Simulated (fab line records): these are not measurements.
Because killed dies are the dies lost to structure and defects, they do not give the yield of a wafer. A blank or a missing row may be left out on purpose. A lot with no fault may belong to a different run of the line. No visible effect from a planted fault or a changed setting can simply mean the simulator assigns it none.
Split-lot study -- flow n5Finfet -- route with 1938 steps; 7 lots, 39 wafers read

THE SPLIT ITSELF
At N5_BEOL_M2_HM_DEP_02 (deposits TiN, target thk 20 nm), the setting targetThkA was moved away from the recipe's 200 angstrom on 18 of the 39 wafers read, by -55.1% to +49.4%. This setting was run at the recipe's value on the other wafers.

FROM THE SPLIT TO THE READING: what the file shows between them, 4 steps
- N5_BEOL_M2_COAT_61: time 60 s, resist thk 60 nm
- N5_BEOL_M2_COAT_62: time 60 s, resist thk 12 nm
- N5_BEOL_M2_STRIP_75: strips in N2/H2
- N5_BEOL_M2_STRIP_66: strips in CF4

THE READING
etch.depthNm (the simulator's own value, which no gauge read), in nm, at N5_BEOL_M2_HM_OPEN_17 (chemistry Cl2/BCl3, target TiN, target depth 20 nm, overetch 6 nm). The file gives no usual value for it. Across the 21 wafers here that went through the recipe, the average is 19.969 nm and the standard deviation 0.2 nm.

wafer,"tool, chamber at the split","targetThkA as run, angstrom",against the recipe,"etch.depthNm, nm",against lot-mates on the recipe
L076.1,"pvdSputter-03, -",235.7,+17.8%,23.5,+3.453
L076.2,"pvdSputter-03, -",235.7,+17.8%,23.59,+3.543
L076.3,"pvdSputter-03, -",200,recipe,19.88,-
L076.4,"pvdSputter-03, -",235.7,+17.8%,23.62,+3.573
L076.5,"pvdSputter-03, -",200,recipe,20.1,-
L076.6,"pvdSputter-03, -",200,recipe,20.16,-
L075.1,"pvdSputter-01, -",108.4,-45.8%,10.98,-9.053
L075.2,"pvdSputter-01, -",200,recipe,19.93,-
L075.5,"pvdSputter-01, -",200,recipe,19.93,-
L075.3,"pvdSputter-01, -",108.4,-45.8%,10.69,-9.343
L075.4,"pvdSputter-01, -",200,recipe,20.24,-
L075.6,"pvdSputter-01, -",108.4,-45.8%,10.73,-9.303
L078.3,"pvdSputter-03, -",200,recipe,20.01,-
L078.4,"pvdSputter-03, -",200,recipe,20.18,-
L078.6,"pvdSputter-03, -",200,recipe,20.06,-
L080.1,"pvdSputter-03, -",200,recipe,20.09,-
L080.2,"pvdSputter-03, -",248.1,+24.0%,25.06,+4.980
L080.3,"pvdSputter-03, -",200,recipe,20.03,-
L080.4,"pvdSputter-03, -",248.1,+24.0%,24.87,+4.790
L080.5,"pvdSputter-03, -",248.1,+24.0%,24.86,+4.780
L080.6,"pvdSputter-03, -",200,recipe,20.12,-
L089.1,"pvdSputter-01, -",298.7,+49.4%,25.01,+4.913
L089.2,"pvdSputter-01, -",200,recipe,20.13,-
L089.3,"pvdSputter-01, -",200,recipe,20.02,-
L089.4,"pvdSputter-01, -",200,recipe,20.14,-
L089.5,"pvdSputter-01, -",298.7,+49.4%,25.21,+5.113
L089.6,"pvdSputter-01, -",298.7,+49.4%,25.19,+5.093
L091.1,"pvdSputter-01, -",200,recipe,19.97,-
L091.2,"pvdSputter-01, -",282.4,+41.2%,25.25,+5.553
L091.3,"pvdSputter-01, -",282.4,+41.2%,26.09,+6.393
L091.4,"pvdSputter-01, -",200,recipe,19.46,-
L091.5,"pvdSputter-01, -",282.4,+41.2%,26.06,+6.363
L091.6,"pvdSputter-01, -",200,recipe,19.66,-
L093.1,"pvdSputter-01, -",89.84,-55.1%,8.826,-10.917
L093.2,"pvdSputter-01, -",89.84,-55.1%,8.772,-10.971
L093.3,"pvdSputter-01, -",200,recipe,19.55,-
L093.4,"pvdSputter-01, -",200,recipe,19.91,-
L093.5,"pvdSputter-01, -",89.84,-55.1%,8.929,-10.814
L093.6,"pvdSputter-01, -",200,recipe,19.77,-

THE FIT
A straight line over all 39 wafers: etch.depthNm changes by +0.17 nm for each +1% of targetThkA; r = +0.97; the points scatter about the line by 1.1 nm.
The same after taking each lot's own level away (the mean of its wafers on the recipe; 39 wafers): +0.169 nm for each +1%; r = +0.98; scatter 1.1 nm.
On that fit, the largest move of targetThkA shifts the reading by 9.3 nm.
From 19.6967 to 20.0967 nm: that is the span of the lots' own levels, equal to 2.0 times the standard deviation above.
The two slopes are in agreement: the lot-to-lot level therefore moves the slope only a little.
Check: for one of the wafers moved furthest among these (-55.1%), held out of the fit, the line's prediction against its lot-mates is -9.59 nm. It came out at -10.9 nm against them.

FURTHER SPLITS ON THESE WAFERS
Note: prior to the reading, these wafers also went through further splits. Each is held against what the fit with the lots' levels taken away leaves over:
other split on the same wafers,wafers away from the commonest value,r with etch.depthNm (lot level and that fit taken away)
N5_PMOS_HMC_CHANNEL_EPI_DEVELOP_08 developTimeS,12,-0.17
N5_DUMMY_GATE_HM_DEP_06 targetThkA,24,-0.10
N5_DUMMY_GATE_ETCH_32 timeS,12,+0.11

THE WHOLE CHAIN: every reading that the file lists as answering this split, in the file's order
step,what it does,reading,change (the file's fit),r (the file's)
N5_BEOL_M2_HM_DEP_02,"deposits TiN, target thk 20 nm","TiN_of_BEOL_M2_HM_DEP_02.thkNm (the simulator's own value, which no gauge read)",+0.199 nm for each +1% of the setting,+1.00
N5_BEOL_M2_HM_OPEN_17,"chemistry Cl2/BCl3, target TiN, target depth 20 nm, overetch 6 nm","etch.depthNm (the simulator's own value, which no gauge read)",+0.168 nm for each +1% of the setting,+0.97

FILE'S OWN FIT
etch.depthNm changes by +0.168 nm for each +1% of targetThkA, r = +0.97.
